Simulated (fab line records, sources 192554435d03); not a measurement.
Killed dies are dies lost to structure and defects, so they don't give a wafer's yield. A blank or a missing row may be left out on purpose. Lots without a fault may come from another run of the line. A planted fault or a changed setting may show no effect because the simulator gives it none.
Split-lot experiment | flow n5_finfet | 7 lots, 21 wafers read, on a route of 1938 steps

THE SPLIT
At N5_BEOL_M15_ETCH_61 (etches BARC in N2/H2, target depth 89 nm, overetch 26.7 nm, time 67.9 s), the setting bias_w was moved away from the recipe's 150 W on 4 of the 21 wafers read, by -16.3% to +13.5%. The other wafers ran this setting at the recipe's value.

The reading is taken at the split's own step.

THE READING
rf_vpp_V, in V, at N5_BEOL_M15_ETCH_61 (etches BARC in N2/H2, target depth 89 nm, overetch 26.7 nm, time 67.9 s). Fault-free wafers of this fab line usually give 522.6 V, standard deviation 2.9 V.

wafer  | tool, chamber at the split | bias_w as run, W | against the recipe | rf_vpp_V, V | against lot-mates on the recipe
L082.2 | rie_diel-02, 1             | 150              | recipe             | 521.3       | -
L082.4 | rie_diel-02, 0             | 150              | recipe             | 515.1       | -
L082.6 | rie_diel-02, 0             | 150              | recipe             | 517.1       | -
L080.1 | rie_diel-04, 1             | 150              | recipe             | 524.8       | -
L080.3 | rie_diel-04, 2             | 150              | recipe             | 525.6       | -
L080.6 | rie_diel-04, 0             | 150              | recipe             | 518.0       | -
L083.2 | rie_diel-03, 1             | 150              | recipe             | 525.2       | -
L083.3 | rie_diel-03, 0             | 150              | recipe             | 522.9       | -
L083.5 | rie_diel-03, 0             | 150              | recipe             | 523.2       | -
L084.3 | rie_diel-02, 3             | 150              | recipe             | 523.7       | -
L084.4 | rie_diel-02, 2             | 170.3            | +13.5%             | 565.3       | +41.6
L084.5 | rie_diel-02, 1             | 170.3            | +13.5%             | 565.7       | +42.0
L088.1 | rie_diel-03, 0             | 150              | recipe             | 521.0       | -
L088.3 | rie_diel-03, 2             | 150              | recipe             | 523.9       | -
L088.5 | rie_diel-03, 1             | 125.5            | -16.3%             | 468.5       | -54.0
L097.1 | rie_diel-03, 3             | 150              | recipe             | 527.0       | -
L097.4 | rie_diel-03, 2             | 138.1            | -7.9%              | 499.1       | -26.7
L097.6 | rie_diel-03, 1             | 150              | recipe             | 524.6       | -
L096.1 | rie_diel-02, 3             | 150              | recipe             | 521.8       | -
L096.2 | rie_diel-02, 0             | 150              | recipe             | 517.5       | -
L096.5 | rie_diel-02, 1             | 150              | recipe             | 522.8       | -

THE FIT
A straight line over all 21 wafers: rf_vpp_V changes by +3.21 V for each +1% of bias_w; r = +0.99; the points scatter about the line by 3.2 V.
The same after taking each lot's own level away (the mean of its wafers on the recipe; 21 wafers): +3.2 V for each +1%; r = +0.99; scatter 2.2 V.
On that fit, the largest move of bias_w shifts the reading by 52 V.
The lots' own levels span 517.83 to 525.80 V, that is 2.7 times the standard deviation above.
So the lot-to-lot level changes the slope little: the two slopes agree.
Check: with one of the wafers moved furthest among these (-16.3%) left out of the fit, the line predicts -51.4 V for it against its lot-mates. It came out at -54 V against them.
Tool readings at the split's step, against how far the setting was moved: rf_vpp_V r = +0.99.

OTHER SPLITS ON THESE WAFERS
These wafers also went through other splits before the reading. Each is held against what the fit with the lots' levels taken away leaves over:
other split on the same wafers | wafers away from the commonest value | r with rf_vpp_V (lot level and that fit taken away)
N5_BEOL_M15_COAT_58 spin_rpm   | 7                                    | -0.51
N5_BEOL_M15_COAT_60 spin_rpm   | 14                                   | +0.05

THE FILE'S OWN FIT
rf_vpp_V changes by +3.23 V for each +1% of bias_w, r = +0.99.
